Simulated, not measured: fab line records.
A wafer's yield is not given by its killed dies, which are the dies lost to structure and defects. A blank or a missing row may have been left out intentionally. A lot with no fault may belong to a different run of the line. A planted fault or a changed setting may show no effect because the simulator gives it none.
Split-lot trial :: flow n5Finfet :: 21 wafers read from 7 lots, route of 1938 steps

## SPLIT DETAILS
At N5_SD_EPI_N_EXPOSE_06 (exposes mask SD N BLK, target cd 120 nm), the setting doseMj was moved away from the recipe's 39.75 on 7 of the 21 wafers read, by -5.9% to +2.4%. For the rest of the wafers, this setting stayed at what the recipe calls for.

## FROM THE SPLIT TO THE READING: what the file shows between them, 2 steps
- N5_SD_EPI_N_PEB_07: peb time 60 s
- N5_SD_EPI_N_DEVELOP_08: develop time 30 s

## THE READING
cdNm (nm) at N5_SD_EPI_N_CD_MEAS_09, where the cd target is 120 nm. A value of 120.3 nm with a standard deviation of 0.66 nm is what fault-free wafers of this fab line usually give.

wafer: L077.1
tool, chamber at the split: arfiScanner-03, 0
doseMj as run: 39.75
against the recipe: recipe
cdNm, nm: 121.1
against lot-mates on the recipe: -

wafer: L077.3
tool, chamber at the split: arfiScanner-03, 0
doseMj as run: 37.39
against the recipe: -5.9%
cdNm, nm: 117.1
against lot-mates on the recipe: -4.2

wafer: L077.5
tool, chamber at the split: arfiScanner-03, 0
doseMj as run: 39.75
against the recipe: recipe
cdNm, nm: 121.4
against lot-mates on the recipe: -

wafer: L078.1
tool, chamber at the split: arfiScanner-03, 0
doseMj as run: 40.64
against the recipe: +2.2%
cdNm, nm: 121.9
against lot-mates on the recipe: +1.8

wafer: L078.2
tool, chamber at the split: arfiScanner-03, 0
doseMj as run: 39.75
against the recipe: recipe
cdNm, nm: 120.1
against lot-mates on the recipe: -

wafer: L078.6
tool, chamber at the split: arfiScanner-03, 0
doseMj as run: 40.64
against the recipe: +2.2%
cdNm, nm: 122.1
against lot-mates on the recipe: +2.0

wafer: L079.2
tool, chamber at the split: arfiScanner-02, 0
doseMj as run: 38.36
against the recipe: -3.5%
cdNm, nm: 117.9
against lot-mates on the recipe: -1.9

wafer: L079.3
tool, chamber at the split: arfiScanner-02, 0
doseMj as run: 39.75
against the recipe: recipe
cdNm, nm: 119.8
against lot-mates on the recipe: -

wafer: L079.5
tool, chamber at the split: arfiScanner-02, 0
doseMj as run: 38.36
against the recipe: -3.5%
cdNm, nm: 117.6
against lot-mates on the recipe: -2.2

wafer: L080.1
tool, chamber at the split: arfiScanner-02, 0
doseMj as run: 39.75
against the recipe: recipe
cdNm, nm: 119.5
against lot-mates on the recipe: -

wafer: L080.2
tool, chamber at the split: arfiScanner-02, 0
doseMj as run: 39.75
against the recipe: recipe
cdNm, nm: 120.8
against lot-mates on the recipe: -

wafer: L080.6
tool, chamber at the split: arfiScanner-02, 0
doseMj as run: 39.75
against the recipe: recipe
cdNm, nm: 120.3
against lot-mates on the recipe: -

wafer: L083.3
tool, chamber at the split: arfiScanner-02, 0
doseMj as run: 39.75
against the recipe: recipe
cdNm, nm: 119.9
against lot-mates on the recipe: -

wafer: L083.4
tool, chamber at the split: arfiScanner-02, 0
doseMj as run: 39.75
against the recipe: recipe
cdNm, nm: 120.5
against lot-mates on the recipe: -

wafer: L083.6
tool, chamber at the split: arfiScanner-02, 0
doseMj as run: 39.75
against the recipe: recipe
cdNm, nm: 120.5
against lot-mates on the recipe: -

wafer: L084.2
tool, chamber at the split: arfiScanner-01, 0
doseMj as run: 39.75
against the recipe: recipe
cdNm, nm: 119.5
against lot-mates on the recipe: -

wafer: L084.5
tool, chamber at the split: arfiScanner-01, 0
doseMj as run: 39.75
against the recipe: recipe
cdNm, nm: 120.6
against lot-mates on the recipe: -

wafer: L084.6
tool, chamber at the split: arfiScanner-01, 0
doseMj as run: 38
against the recipe: -4.4%
cdNm, nm: 117.4
against lot-mates on the recipe: -2.6

wafer: L090.1
tool, chamber at the split: arfiScanner-01, 0
doseMj as run: 39.75
against the recipe: recipe
cdNm, nm: 119.7
against lot-mates on the recipe: -

wafer: L090.5
tool, chamber at the split: arfiScanner-01, 0
doseMj as run: 39.75
against the recipe: recipe
cdNm, nm: 119.9
against lot-mates on the recipe: -

wafer: L090.6
tool, chamber at the split: arfiScanner-01, 0
doseMj as run: 40.7
against the recipe: +2.4%
cdNm, nm: 122.2
against lot-mates on the recipe: +2.4

THE FIT
A straight line over all 21 wafers: cdNm changes by +0.653 nm for each +1% of doseMj; r = +0.94; the points scatter about the line by 0.53 nm.
The same after taking each lot's own level away (the mean of its wafers on the recipe; 21 wafers): +0.698 nm for each +1%; r = +0.97; scatter 0.38 nm.
According to that fit, moving doseMj by its largest amount changes the reading by 4.1 nm.
The lots' own levels span 119.80 to 121.25 nm, that is 2.2 times the standard deviation above.
Hence the lot-to-lot level has little effect on the slope; both slopes agree.
Check: with one of the wafers moved furthest among these (-5.9%) left out of the fit, the line predicts -3.94 nm for it against its lot-mates. It came out at -4.15 nm against them.

## THE WHOLE CHAIN: every reading that the file lists as answering this split, in the file's order
step: N5_SD_EPI_N_CD_MEAS_09
what it does: target cd 120 nm
reading: cdNm
change (the file's fit): +0.685 nm for each +1% of the setting
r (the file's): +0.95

step: N5_SD_EPI_N_DESCUM_14
what it does: chemistry O2, time 7.9 s
reading: SD_EPI_N.cdNm (the simulator's own value, which no gauge read)
change (the file's fit): +0.623 nm for each +1% of the setting
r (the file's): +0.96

step: N5_SD_EPI_N_ETCH_34
what it does: etches SiARC in CF4, target depth 45.5 nm, time 75.8 s
reading: SD_EPI_N.cdNm (the simulator's own value, which no gauge read)
change (the file's fit): +0.647 nm for each +1% of the setting
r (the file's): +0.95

## FILE'S OWN FIT
cdNm changes by +0.685 nm for each +1% of doseMj, r = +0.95.
